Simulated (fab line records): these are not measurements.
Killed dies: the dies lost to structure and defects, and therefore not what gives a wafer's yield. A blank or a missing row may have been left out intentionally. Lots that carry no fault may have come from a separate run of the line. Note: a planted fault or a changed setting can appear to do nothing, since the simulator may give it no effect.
Struck lot and sound lot, side by side	flow n5-finfet	43 out of 1938 route steps
Sound: wafers L168.3, L168.4, L168.6. Struck: wafers L181.2, L181.5. (L181.4 of the same lot was not struck and is left out.) The cause comes at the end.
Per side, at each step with rows, come the tool, then ch with its chambers, and then its first start. Under that, the readings that differ: sound wafers	struck wafers	difference of the means	sigmas: that difference in standard deviations of wafers without a fault.
alike: readings with means less than 2 such deviations apart, plus words and numbers identical on both sides. not compared: withheld readings, readings lacking a value on some wafer, bounds such as >300 that could conceal the same value, and numbers that have no deviation in the record and whose values overlap.
The two part at a step that has a row with sigmas, a row that says differs or no value, or rows on one side only. Numbers that have no deviation but don't overlap get no sigmas and don't part them. Lack of a reading on every wafer of one side parts them only where that side has two or more wafers.

first, 7 steps without rows for these wafers: N5_PMOS_HMC_CHANNEL_EPI_PRECLEAN_36 (cleans in O3/DIW, time 45 s); N5_PMOS_HMC_CHANNEL_EPI_PRECLEAN_18 (cleans in DHF, time 30 s); N5_PMOS_HMC_CHANNEL_EPI_SRD_19 (time 30 s); N5_PMOS_HMC_CHANNEL_EPI_EPI_20 (deposits SiGe30, target thk 59 nm); N5_PMOS_HMC_CHANNEL_EPI_HM_STRIP_35 (strips SiO2 in dHF, material SiO2, target depth 39.6 nm, time 216 s); N5_PMOS_HMC_CHANNEL_EPI_SRD_39 (time 30 s); N5_PMOS_HMC_CHANNEL_EPI_CMP_21 (polishes SiGe30, target thk 54 nm).
N5_PMOS_HMC_CHANNEL_EPI_THK_MEAS_22:
  sound on film-metro-01 at day 1 19:34; struck on film-metro-02 at day 5 02:14
  alike: HMC_CMP_THK
then, 4 steps without rows for these wafers: N5_PMOS_HMC_CHANNEL_EPI_PRECLEAN_40 (cleans in DHF, time 30 s); N5_PMOS_HMC_CHANNEL_EPI_PRECLEAN_37 (cleans in O3/DIW, time 45 s); N5_PMOS_HMC_CHANNEL_EPI_PRECLEAN_24 (cleans in DHF, time 30 s); N5_PMOS_HMC_CHANNEL_EPI_SRD_25 (time 30 s).
N5_PMOS_HMC_CHANNEL_EPI_EPI_26: deposits Si from SiH4/H2, target thk 3.8 nm, time 22.7 s.
  sound on epi-rpcvd-04 ch 0, day 1 19:47; struck on epi-rpcvd-04 ch 0, day 5 02:24
reading	sound	struck	difference	sigmas
model.Si_of_PMOS_HMC_CHANNEL_EPI_EPI_26.thk-nm (nm)	3.747 3.707 3.749	6.715 6.747	+2.997	
  alike: throttle-valve-pct
N5_PMOS_HMC_CHANNEL_EPI_INSPECT_30: inspects for defects (darkfield).
  sound on defect-inspect-01 at day 1 20:03; struck on defect-inspect-02 at day 5 02:43
  alike: raw-defect-count
then, 7 steps without rows for these wafers: N5_FIN_SAQP_PRECLEAN_42 (cleans in O3/DIW, time 60 s); N5_FIN_SAQP_PRECLEAN_00 (cleans in SC1, time 60 s); N5_FIN_SAQP_PRECLEAN_44 (cleans in SC2, time 45 s); N5_FIN_SAQP_SRD_01 (time 30 s); N5_FIN_SAQP_ALD_61 (deposits SiO2, target thk 4 nm, pulse time 1 s, purge time 2 s); N5_FIN_SAQP_DENSIFY_62 (time 60 s); N5_FIN_SAQP_HM_DEP_03 (deposits SiNx from SiH4/NH3/N2, target thk 38 nm, time 33.6 s).
N5_FIN_SAQP_THK_MEAS_05:
  sound on film-metro-01 at day 1 20:49; struck on film-metro-01 at day 5 03:21
  alike: thk-nm
N5_FIN_SAQP_PECVD_47: deposits a-Si from SiH4/He, target thk 45 nm, time 36.3 s.
  sound on pecvd-03 ch 0,2, day 1 20:52; struck on pecvd-03 ch 0,2, day 5 03:23
  alike: heater-power-w, showerhead-plenum-p-Torr, throttle-valve-pct
N5_FIN_SAQP_PECVD_48: deposits SiNx from SiH4/NH3/N2, target thk 25 nm, time 22.1 s.
  sound on pecvd-03 ch 0,2, day 1 20:54; struck on pecvd-03 ch 0,2, day 5 03:26
  alike: heater-power-w, showerhead-plenum-p-Torr, throttle-valve-pct
N5_FIN_SAQP_PECVD_06: deposits a-Si from SiH4/He, target thk 60 nm, time 48.1 s.
  sound on pecvd-03 ch 0,2, day 1 20:56; struck on pecvd-03 ch 0,2, day 5 03:30
  alike: heater-power-w, showerhead-plenum-p-Torr, throttle-valve-pct
N5_FIN_SAQP_THK_MEAS_07:
  sound on film-metro-01 at day 1 21:02; struck on film-metro-01 at day 5 03:37
  alike: thk-nm
N5_FIN_SAQP_HM_DEP_72: deposits SiO2 from SiH4/N2O, target thk 12 nm, time 7.2 s.
  sound on pecvd-04 ch 0,1, day 1 21:04; struck on pecvd-04 ch 1, day 5 03:40
  alike: heater-power-w, showerhead-plenum-p-Torr
then, 8 steps without rows for these wafers: N5_FIN_SAQP_COAT_49 (time 60 s, resist thk 100 nm); N5_FIN_SAQP_COAT_50 (time 60 s, resist thk 35 nm); N5_FIN_SAQP_COAT_10 (resist thk 90 nm); N5_FIN_SAQP_EBR_12; N5_FIN_SAQP_SOFTBAKE_11 (time 60 s); N5_FIN_SAQP_EXPOSE_13 (exposes mask FIN CORE, target cd 35.6 nm); N5_FIN_SAQP_PEB_14 (peb time 60 s); N5_FIN_SAQP_DEVELOP_15 (develop time 30 s).
N5_FIN_SAQP_CD_MEAS_16: the cd target is 35.6 nm.
  sound on cd-sem-02 ch 0, day 1 21:23; struck on cd-sem-01 ch 0, day 5 04:07
  alike: cd-nm
N5_FIN_SAQP_OVL_MEAS_17:
  sound on overlay-02 ch 0, day 1 21:26; struck on overlay-02 ch 0, day 5 04:08
  alike: FIN_CORE_OVL
N5_FIN_SAQP_INSPECT_18: inspects for defects (brightfield).
  sound on defect-inspect-01 at day 1 21:27; struck on defect-inspect-01 at day 5 04:10
  alike: raw-defect-count
then, 2 steps without rows for these wafers: N5_FIN_SAQP_DESCUM_21 (chemistry O2, time 7.9 s); N5_FIN_SAQP_ETCH_51 (etches SiARC in CF4, target depth 45.5 nm, time 75.8 s).
N5_FIN_SAQP_ETCH_52: etches SOC in N2/H2, target depth 100 nm, overetch 20 nm, time 150 s.
  sound on rie-diel-06 ch 0,1,3, day 1 21:35; struck on rie-diel-03 ch 3, day 5 04:31
  alike: drypump-motor-current-A, oes-product-au, rf-vpp-V, showerhead-plenum-p-Torr, throttle-valve-pct
  not compared: rf-hours-counter-h
N5_STI_FIN_REVEAL_CLEAN_19: cleans in O3/DIW, time 120 s.
  sound on wet-bench-03 ch 2,3,4, day 2 13:10; struck on wet-bench-03 ch 6,7, day 5 19:23
reading	sound	struck	difference	sigmas
model.Si_of_PMOS_HMC_CHANNEL_EPI_EPI_26.thk-nm (nm)	2.4 2.4 2.4	5.4 5.4	+3.0	
-- record jumps: 5 days separate the struck wafers' starts on either side; left off in module STI_FIN_REVEAL, taken up again in module BEOL_M4, whose first shown step is the route's number 1111 --
N5_BEOL_M4_RC_MEAS_101:
  sound on prober-01 ch 0, day 7 21:11; struck on prober-01 ch 0, day 11 02:20
reading	sound	struck	difference	sigmas
CJ_N	4.45 4.54 4.35	4.09 4.05	-0.38	-4
CJ_P	5.74 5.77 5.80	5.04 5.16	-0.67	-4
VT_P (mV)	-248 -250 -246	-258 -256	-9	-3
  alike: DIBL_N, DIBL_P, IOFF_N, IOFF_P, ION_N, ION_P, SS_N, SS_P, VT_N

== WHERE THEY PART ==
N5_BEOL_M4_RC_MEAS_101 only, going by this record.

WHY: whatever the simulator had introduced
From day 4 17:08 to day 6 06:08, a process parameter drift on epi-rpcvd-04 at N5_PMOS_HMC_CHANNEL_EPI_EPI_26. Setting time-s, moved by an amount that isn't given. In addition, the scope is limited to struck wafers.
